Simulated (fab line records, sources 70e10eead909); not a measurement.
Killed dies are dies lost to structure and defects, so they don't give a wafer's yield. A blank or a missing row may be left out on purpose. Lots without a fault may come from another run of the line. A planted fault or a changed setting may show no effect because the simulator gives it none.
Chamber matching | flow nand_harc | NHARC_P_STI_ETCH_15 on rie_si-05: 4 sister chambers
The step etches the open film in HBr/Cl2, target depth 300 nm, time 100.1 s. 18 wafers are shown with their chamber, then 9 later ones without.

WAFERS WITH THEIR CHAMBER
wafer  | chamber | drypump_motor_current_A (A) | oes_product_au (a.u.) | he_backside_leak_sccm (sccm)
L075.2 | 3       | 5.2                         | 1.018                 | 2.79
L075.3 | 0       | 5.6                         | 1.005                 | 2.89
L075.5 | 0       | 5.5                         | 1.016                 | 2.85
L076.1 | 1       | 5.1                         | 0.996                 | 2.78
L076.2 | 3       | 5.2                         | 1.012                 | 2.93
L076.5 | 2       | 5.0                         | 0.990                 | 2.82
L078.1 | 2       | 5.0                         | 0.994                 | 2.72
L078.2 | 1       | 5.2                         | 0.989                 | 2.53
L078.4 | 0       | 5.6                         | 1.014                 | 2.87
L079.2 | 3       | 5.2                         | 1.004                 | 2.74
L079.5 | 1       | 5.2                         | 0.987                 | 2.72
L079.6 | 2       | 5.0                         | 0.998                 | 2.57
L081.1 | 0       | 5.6                         | 1.004                 | 2.90
L081.2 | 1       | 5.2                         | 0.997                 | 2.76
L081.4 | 3       | 5.2                         | 1.013                 | 2.99
L085.3 | 1       | 5.2                         | 0.993                 | 2.64
L085.4 | 3       | 5.2                         | 1.005                 | 2.92
L085.5 | 1       | 5.2                         | 0.984                 | 2.61

SIGNATURES (means of the wafers above)
reading                 | chamber 0 | chamber 1 | chamber 2 | chamber 3 | scatter within a chamber
drypump_motor_current_A | 5.575     | 5.183     | 5.000     | 5.200     | 0.0336
oes_product_au          | 1.00975   | 0.99100   | 0.99400   | 1.01040   | 0.00545
he_backside_leak_sccm   | 2.8775    | 2.6733    | 2.7033    | 2.8740    | 0.094
Rule: a wafer's distance from a chamber is the root of the sum, over the readings, of the square of ((its reading less the chamber's mean) divided by the reading's scatter). The wafer belongs to the nearest chamber; if the next one is less than 2 further off, it can't be placed. The scatter: the root of (the sum of the squares of (reading less its chamber's mean) over the shown wafers, divided by (wafers less chambers)).

WAFERS WITHOUT THEIR CHAMBER
wafer  | drypump_motor_current_A (A) | oes_product_au (a.u.) | he_backside_leak_sccm (sccm)
L092.3 | 5.0                         | 1.009                 | 2.78
L092.4 | 5.6                         | 1.014                 | 2.88
L092.6 | 5.2                         | 0.985                 | 2.58
L094.1 | 5.6                         | 1.009                 | 2.80
L094.3 | 5.0                         | 1.000                 | 2.61
L094.4 | 5.2                         | 0.995                 | 2.93
L097.1 | 5.2                         | 0.996                 | 2.94
L097.2 | 5.0                         | 1.011                 | 2.81
L097.5 | 5.6                         | 1.013                 | 2.96

WHICH CHAMBER EACH WENT THROUGH
wafer  | from the rows above     | in truth
L092.3 | 2                       | 2
L092.4 | 0                       | 0
L092.6 | 1                       | 1
L094.1 | 0                       | 0
L094.3 | 2                       | 2
L094.4 | can't be placed: 1 or 3 | 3
L097.1 | can't be placed: 3 or 1 | 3
L097.2 | 2                       | 2
L097.5 | 0                       | 0
Placed correctly: 7 of 9. Can't be placed from these rows: 2 (the true chamber is among the candidates in 2). Placed wrongly: 0.
